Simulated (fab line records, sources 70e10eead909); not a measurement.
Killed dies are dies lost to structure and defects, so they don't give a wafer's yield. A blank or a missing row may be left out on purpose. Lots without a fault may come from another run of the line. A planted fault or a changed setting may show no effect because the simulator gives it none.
Chamber matching | flow nand_harc | NHARC_P_STI_ETCH_15 on rie_si-06: 4 sister chambers
The step etches the open film in HBr/Cl2, target depth 300 nm, time 100.1 s. 4 wafers are shown with their chamber, then 7 later ones without.

WAFERS WITH THEIR CHAMBER
wafer  | chamber | drypump_motor_current_A (A)
L928.2 | 0       | 5.3
L933.3 | 2       | 5.6
L934.1 | 1       | 5.6
L934.2 | 3       | 6.1

WAFERS WITHOUT THEIR CHAMBER
wafer  | drypump_motor_current_A (A)
L934.5 | 5.7
L935.1 | 5.6
L935.3 | 6.1
L935.6 | 5.6
L937.1 | 5.7
L937.4 | 5.6
L937.5 | 5.7

WHICH CHAMBER EACH WENT THROUGH
wafer  | from the rows above     | in truth
L934.5 | can't be placed: 1 or 2 | 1
L935.1 | can't be placed: 1 or 2 | 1
L935.3 | 3                       | 3
L935.6 | can't be placed: 1 or 2 | 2
L937.1 | can't be placed: 1 or 2 | 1
L937.4 | can't be placed: 1 or 2 | 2
L937.5 | can't be placed: 1 or 2 | 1
Placed correctly: 1 of 7. Can't be placed from these rows: 6 (the true chamber is among the candidates in 6). Placed wrongly: 0.
How it was worked out, from the rows above alone: a wafer's distance from a chamber is the root of the sum, over the readings, of the square of ((its reading less the chamber's mean) divided by the reading's scatter). The wafer belongs to the nearest chamber; if the next one is less than 2 further off, it can't be placed. A chamber's mean is the mean of its shown wafers. The scatter: with one shown wafer a chamber, the root of the mean of the squares of how far each hidden wafer lies from its nearest shown one.
